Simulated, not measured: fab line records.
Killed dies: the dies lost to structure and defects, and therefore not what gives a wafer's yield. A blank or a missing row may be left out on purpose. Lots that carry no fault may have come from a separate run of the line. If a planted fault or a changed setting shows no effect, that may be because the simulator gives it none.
fab line records | flow nand-harc
record: lots: 13 wafers: 39 last-day: 33
route steps=1302 shown A_STAIRCASE@795
lots that met no fault: from a run of the same line without faults
start-h: the number of hours between the record's first day and the start of the first shown wafer of the lot | wait-h: hours elapsed since this lot's preceding step | " repeats the value in the row above | L1.1+2: a single row standing in for several wafers | - no value, or no start was given | * or withheld: withheld | < > ~ a bound
route shown NAME@n: names a module that has steps shown in the file, with the first one's number in the route | usual: mean/standard deviation taken from wafers without a fault | same: alike in all rows | chamber/n: place in a boat | sites: each site's reading | _std_site: the values' standard deviation | _edge_site: inner sites' mean taken away from outer sites' mean | radius-mm: how far each site lies from the wafer's centre | mask NAME#n: copy n | behind: the most recent tool/chamber to have shaped the wafer | hold: the reason the lot was held/the length of the hold in hours/how it ended | device: whichever transistor did not switch (one of n, p or np) | end of line: at the end of the route, the tests of the same wafers | for a step that has no rows: nothing shown but its recipe | killed: at the first sort, the dies lost to defects and structure; wafer yield is something else | map: a wafer's dies, x killed, . not, _ none there
set.NAME: the setting as run; set.NAME@STEP: as run at that earlier step | model.NAME: the simulator's own value behind a step, which no gauge read
one table for each step of the route and one row for each wafer, over a sample of lots
services: from which hour (start-h, from the record's first day; less than 0 if before it) a tool's chamber was out of use, for how many hours, and why
== steps ==
step: NHARC_A_STAIRCASE_HM_DEP_459
recipe: target-thk-a: 15000 temp-c: 400 material: aC
usual: throttle-valve-pct: 35.000/0.009
columns lot.wafer tool chamber start-h wait-h throttle-valve-pct
L583.1 acl-dep-02 0 392.01 6.2 34.999
L583.2 " 0 " " 34.994
L583.5 " 0 " " 35.005
L584.2 acl-dep-02 0 397.23 1.2 34.994
L584.5 " 0 " " 34.998
L584.6 " 0 " " 34.996
L586.1 acl-dep-03 0 406.00 1.4 34.993
L586.5 " 0 407.21 2.6 35.004
L586.6 " 0 " " 34.990
L587.1 acl-dep-02 0 437.38 1.5 35.006
L587.5 " 0 438.62 2.8 35.001
L587.6 " 0 " " 34.997
L589.2 acl-dep-02 0 439.55 2.0 34.987
L589.3 " 0 " " 34.994
L589.4 " 0 " " 35.000
L588.2 acl-dep-01 0 440.26 0.5 34.999
L588.3 " 0 " " 34.985
L588.5 " 0 " " 35.009
L590.1 acl-dep-02 0 472.16 3.8 35.001
L590.2 " 0 " " 35.006
L590.4 " 0 " " 34.990
L591.1 acl-dep-02 0 477.81 3.8 34.997
L591.2 " 0 " " 35.003
L591.3 " 0 " " 34.990
L594.1 acl-dep-01 0 494.73 0.2 35.016
L594.2 " 0 " " 35.005
L594.5 " 0 " " 35.002
L595.1 acl-dep-02 0 508.13 2.7 34.988
L595.3 " 0 " " 35.012
L595.6 " 0 " " 34.996
L596.2 acl-dep-01 0 524.41 0.4 35.021
L596.3 " 0 " " 34.999
L596.5 " 0 " " 35.009
L601.1 acl-dep-02 0 581.10 0.1 35.010
L601.4 " 0 " " 35.004
L601.6 " 0 " " 34.999
L604.1 acl-dep-02 0 597.39 0.1 34.997
L604.3 " 0 " " 34.996
L604.4 " 0 " " 34.995
step: NHARC_A_STAIRCASE_HM_OPEN_460
recipe: o2-flow-sccm: 400 cos-flow-sccm: 20 ar-flow-sccm: 0 rf-w: 500 bias-w: 300 chemistry: O2/COS
usual: drypump-motor-current-A: 5.6/0.4 oes-product-au: 1.005/0.0093 rf-vpp-V: 467/3 showerhead-plenum-p-Torr: 3.12/0.14 throttle-valve-pct: 28.330/0.0088
columns lot.wafer tool chamber start-h wait-h drypump-motor-current-A oes-product-au rf-hours-counter-h rf-vpp-V showerhead-plenum-p-Torr throttle-valve-pct
L583.2 rie-diel-05 1 - - 5.3 1.007 52 464 2.98 28.316
L583.1 " 0 " " 5.6 1.010 47 471 3.35 28.345
L583.5 " 2 " " 6.5 0.995 - 464 2.92 28.345
L584.2 rie-diel-01 3 - - 5.1 1.011 3 467 3.09 28.334
L584.5 " 3 " " 5.1 1.015 - 466 3.09 28.325
L584.6 " 0 " " 5.4 1.015 - 468 3.14 28.318
L586.1 rie-diel-13 2 - - 5.6 0.996 15 466 3.08 28.332
L586.6 " 2 " " 5.7 1.008 - 466 3.08 28.312
L586.5 " 3 " " 5.7 0.996 - 466 3.07 28.341
L587.1 rie-diel-01 0 - - 5.4 1.000 18 468 3.13 28.327
L587.6 " 0 " " 5.4 1.001 - 466 3.13 28.341
L587.5 " 1 " " 6.2 0.984 - 471 3.31 28.343
L589.3 rie-diel-01 2 - - 6.0 1.009 16 470 3.31 28.328
L589.4 " 0 " " 5.4 1.003 19 467 3.13 28.333
L589.2 " 1 " " 6.2 1.001 13 472 3.31 28.333
L588.2 rie-diel-01 0 - - 5.4 1.006 21 467 3.13 28.329
L588.3 " 2 " " 6.0 1.007 21 471 3.31 28.340
L588.5 " 3 " " 5.1 1.003 - 466 3.08 28.342
L590.2 rie-diel-01 0 - - 5.4 1.009 32 468 3.13 28.319
L590.1 " 1 " " 6.2 0.995 25 471 3.30 28.323
L590.4 " 3 " " 5.1 1.017 28 467 3.08 28.307
L591.2 rie-diel-05 2 - - 6.5 0.985 24 462 2.90 28.333
L591.3 " 3 " " 5.2 1.011 18 470 3.20 28.328
L591.1 " 1 " " 5.3 0.990 22 464 2.96 28.329
L594.1 rie-diel-01 0 - - 5.4 1.016 38 465 3.12 28.321
L594.2 " 3 " " 5.1 1.015 36 466 3.07 28.336
L594.5 " 0 " " 5.4 1.020 - 466 3.12 28.332
L595.3 rie-diel-13 0 - - 5.3 0.994 54 463 2.92 28.328
L595.1 " 1 " " 5.5 1.000 56 464 3.01 28.321
L595.6 " 1 " " 5.5 0.993 - 464 3.01 28.326
L596.3 rie-diel-01 0 - - 5.4 1.005 42 468 3.12 28.326
L596.2 " 2 " " 6.0 1.011 42 470 3.30 28.326
L596.5 " 0 " " 5.4 1.008 - 467 3.12 28.324
L601.1 rie-diel-13 0 - - 5.3 1.011 26 462 2.91 28.336
L601.4 " 2 " " 5.6 1.017 22 465 3.05 28.322
L601.6 " 0 " " 5.3 1.004 - 463 2.91 28.338
L604.4 rie-diel-13 3 - - 5.7 1.010 31 465 3.03 28.326
L604.1 " 1 " " 5.5 1.008 27 466 2.99 28.339
L604.3 " 2 " " 5.6 1.002 28 464 3.05 28.340
step: NHARC_A_STAIRCASE_ETCH_294
recipe: target-depth-a: 49890 time-s: 1211.6 ion-energy-ev: 800 c4f8-flow-sccm: 80 o2-flow-sccm: 60 ar-flow-sccm: withheld rf-w: 600 bias-w: 3000 chemistry: C4F8/O2/Ar
usual: oes-product-au: 0.937/0.0081 rf-vpp-V: 1827/11
columns lot.wafer tool chamber start-h wait-h oes-product-au rf-hours-counter-h rf-vpp-V
L583.1 rie-diel-05 3 - - 0.942 54 1834
L583.2 " 1 " " 0.935 53 1815
L583.5 " 3 " " 0.947 - 1833
L584.2 rie-diel-01 2 - - 0.958 3 1842
L584.6 " 0 " " 0.939 - 1829
L584.5 " 2 " " 0.940 - 1843
L586.1 rie-diel-13 2 - - 0.934 15 1824
L586.5 " 2 " " 0.943 - 1823
L586.6 " 3 " " 0.923 - 1822
L587.1 rie-diel-01 1 - - 0.932 12 1842
L587.5 " 0 " " 0.930 - 1828
L587.6 " 1 " " 0.922 - 1842
L589.2 rie-diel-01 3 - - 0.933 23 1823
L589.3 " 1 " " 0.934 15 1842
L589.4 " 2 " " 0.945 20 1841
L588.2 rie-diel-01 3 - - 0.942 24 1824
L588.3 " 2 " " 0.939 21 1842
L588.5 " 0 " " 0.947 - 1827
L590.2 rie-diel-01 1 - - 0.929 25 1839
L590.4 " 2 " " 0.937 30 1842
L590.1 " 0 " " 0.943 32 1826
L591.2 rie-diel-05 3 - - 0.945 18 1833
L591.3 " 0 " " 0.935 16 1845
L591.1 " 1 " " 0.934 23 1813
L594.2 rie-diel-01 3 - - 0.934 36 1824
L594.1 " 1 " " 0.940 31 1841
L594.5 " 2 " " 0.938 - 1842
L595.3 rie-diel-13 1 - - 0.922 56 1817
L595.1 " 2 " " 0.934 43 1821
L595.6 " 3 " " 0.939 - 1821
L596.2 rie-diel-01 0 - - 0.941 42 1827
L596.3 " 1 " " 0.940 35 1843
L596.5 " 3 " " 0.936 - 1823
L601.1 rie-diel-13 3 - - 0.944 26 1820
L601.4 " 0 " " 0.936 26 1809
L601.6 " 3 " " 0.943 - 1820
L604.1 rie-diel-13 3 - - 0.935 31 1821
L604.4 " 1 " " 0.939 28 1817
L604.3 " 2 " " 0.940 28 1820
step: NHARC_A_STAIRCASE_DEP_301
recipe: target-thk-a: 300 target-thk-nm: 30 temp-c: 400 pressure-torr: 3.5 flow-sccm: 200 rf-w: 350 material: SiON
usual: heater-power-w: 805/110 rf-fwd-power-W: 348.6/1.1 showerhead-vpp-V: 1114/52
columns lot.wafer tool chamber start-h wait-h heater-power-w rf-fwd-power-W showerhead-vpp-V
L583.1 pecvd-02 2 400.63 1.6 865 348.6 1142
L583.2 " 0 " " 793 348.6 1158
L583.5 " 1 " " 817 349.1 1157
L584.2 pecvd-02 0 406.05 1.3 920 349.2 1146
L584.5 " 0 " " 895 346.8 1158
L584.6 " 1 " " 838 347.6 1151
L586.1 pecvd-03 1 413.05 1.6 836 349.5 1005
L586.5 " 2 " " 602 346.3 1097
L586.6 " 0 " " 626 349.2 1153
L587.1 pecvd-03 1 444.25 1.6 833 347.7 999
L587.5 " 1 " " 836 347.9 1004
L587.6 " 2 " " 665 349.8 1100
L589.2 pecvd-02 2 449.06 1.3 924 349.8 1147
L589.3 " 1 " " 814 350.0 1139
L589.4 " 2 " " 944 350.1 1133
L588.2 pecvd-02 0 450.25 1.3 834 349.0 1170
L588.3 " 1 " " 894 350.1 1146
L588.5 " 2 " " 873 348.7 1131
L590.1 pecvd-02 1 483.01 1.6 854 349.8 1133
L590.2 " 2 " " 943 349.2 1133
L590.4 " 1 " " 872 348.9 1110
L591.2 pecvd-04 1 488.53 1.3 906 348.7 1130
L591.1 " 2 " " 843 347.5 1039
L591.3 " 0 " " 906 347.9 1160
L594.2 pecvd-02 0 501.69 1.2 830 349.8 1158
L594.1 " 1 " " 796 349.6 1142
L594.5 " 0 " " 819 348.5 1161
L595.1 pecvd-02 0 519.08 1.5 878 347.1 1144
L595.3 " 1 " " 832 349.3 1145
L595.6 " 1 " " 827 349.1 1147
L596.2 pecvd-04 0 531.13 1.3 878 346.7 1185
L596.3 " 1 " " 892 348.7 1126
L596.5 " 1 " " 892 349.8 1091
L601.1 pecvd-03 2 592.52 1.6 707 208.0 845
L601.6 " 0 " " 662 208.7 896
L601.4 " 1 " " 778 205.2 778
L604.1 pecvd-03 2 604.42 1.6 673 208.0 824
L604.3 " 1 " " 897 207.5 782
L604.4 " 2 " " 673 208.8 851
== services ==
columns tool chamber start-h hours kind
rie-diel-01 1 370.55 30.6 repair
acl-dep-01 - 370.81 13.0 pm
rie-diel-01 - 380.95 9.0 pm
pecvd-02 - 406.45 1.0 repair
rie-diel-05 - 406.63 9.0 pm
pecvd-02 - 408.01 13.0 pm
acl-dep-02 - 424.38 13.0 pm
rie-diel-01 - 431.97 0.4 repair
rie-diel-13 2 445.07 16.4 repair
pecvd-03 - 449.71 0.7 repair
rie-diel-01 3 452.02 15.6 repair
pecvd-03 2 466.45 5.7 repair
pecvd-02 - 477.80 1.5 repair
pecvd-03 - 485.79 0.9 repair
rie-diel-13 0 499.96 6.0 repair
rie-diel-05 3 519.22 5.4 repair
rie-diel-13 - 520.19 9.0 pm
pecvd-03 - 545.62 1.8 repair
pecvd-03 - 547.79 13.0 pm
acl-dep-01 - 554.55 13.0 pm
rie-diel-01 - 557.95 9.0 pm
rie-diel-05 - 583.68 9.0 pm
rie-diel-01 3 587.32 13.6 repair
pecvd-02 - 589.01 13.0 pm
== key ==
first-sign: step: NHARC_A_STAIRCASE_DEP_301 reading: rf-fwd-power-W direction: down sigmas: 99+ usual: * struck: *
effect: step: NHARC_A_STAIRCASE_DEP_301 reading: showerhead-vpp-V direction: down sigmas: 5.5 usual: 1114 struck: 829
met-at NHARC_A_STAIRCASE_DEP_301
struck-lots L601,L604
tester-left-out L601,L604
not-acting-at NHARC_A_STAIRCASE_HM_DEP_459,NHARC_A_STAIRCASE_HM_OPEN_460,NHARC_A_STAIRCASE_ETCH_294
onset-between 444.25 592.52
fault: kind: process-parameter-drift tool: pecvd-03 chamber: - onset-h: 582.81 steps: NHARC_A_STAIRCASE_DEP_301 channel: rf-w offset: * shape: step end-h: 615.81 acts-in: * stated: *
tester-left-out: of these lots the tester's yield and bins aren't shown, on N5 and GAA mostly nor the transistor test; their killed dies are dies lost to structure and defects alone, not to doping, threshold or leakage, so they don't give the yield
